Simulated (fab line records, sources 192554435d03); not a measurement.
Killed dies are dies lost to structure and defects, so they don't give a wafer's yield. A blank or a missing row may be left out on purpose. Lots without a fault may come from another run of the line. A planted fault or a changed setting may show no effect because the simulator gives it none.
Chamber matching | flow n5_finfet | N5_FIN_SAQP_ETCH_64 on rie_si-06: 4 sister chambers
The step etches SiO2 in CF4, target depth 1.5 nm. 4 wafers are shown with their chamber, then 10 later ones without.

WAFERS WITH THEIR CHAMBER
wafer  | chamber | throttle_valve_pct (%)
L086.2 | 0       | 21.57
L086.3 | 2       | 22.01
L087.2 | 1       | 21.66
L087.4 | 3       | 21.73

WAFERS WITHOUT THEIR CHAMBER
wafer  | throttle_valve_pct (%)
L087.6 | 21.56
L088.1 | 22.02
L088.3 | 21.72
L088.4 | 21.63
L090.1 | 21.56
L090.2 | 21.64
L090.4 | 21.73
L093.1 | 22.02
L093.2 | 21.56
L093.6 | 21.56

WHICH CHAMBER EACH WENT THROUGH
wafer  | from the rows above | in truth
L087.6 | 0                   | 0
L088.1 | 2                   | 2
L088.3 | 3                   | 3
L088.4 | 1                   | 1
L090.1 | 0                   | 0
L090.2 | 1                   | 1
L090.4 | 3                   | 3
L093.1 | 2                   | 2
L093.2 | 0                   | 0
L093.6 | 0                   | 0
Placed correctly: 10 of 10. Can't be placed from these rows: 0. Placed wrongly: 0.
How it was worked out, from the rows above alone: a wafer's distance from a chamber is the root of the sum, over the readings, of the square of ((its reading less the chamber's mean) divided by the reading's scatter). The wafer belongs to the nearest chamber; if the next one is less than 2 further off, it can't be placed. A chamber's mean is the mean of its shown wafers. The scatter: with one shown wafer a chamber, the root of the mean of the squares of how far each hidden wafer lies from its nearest shown one.
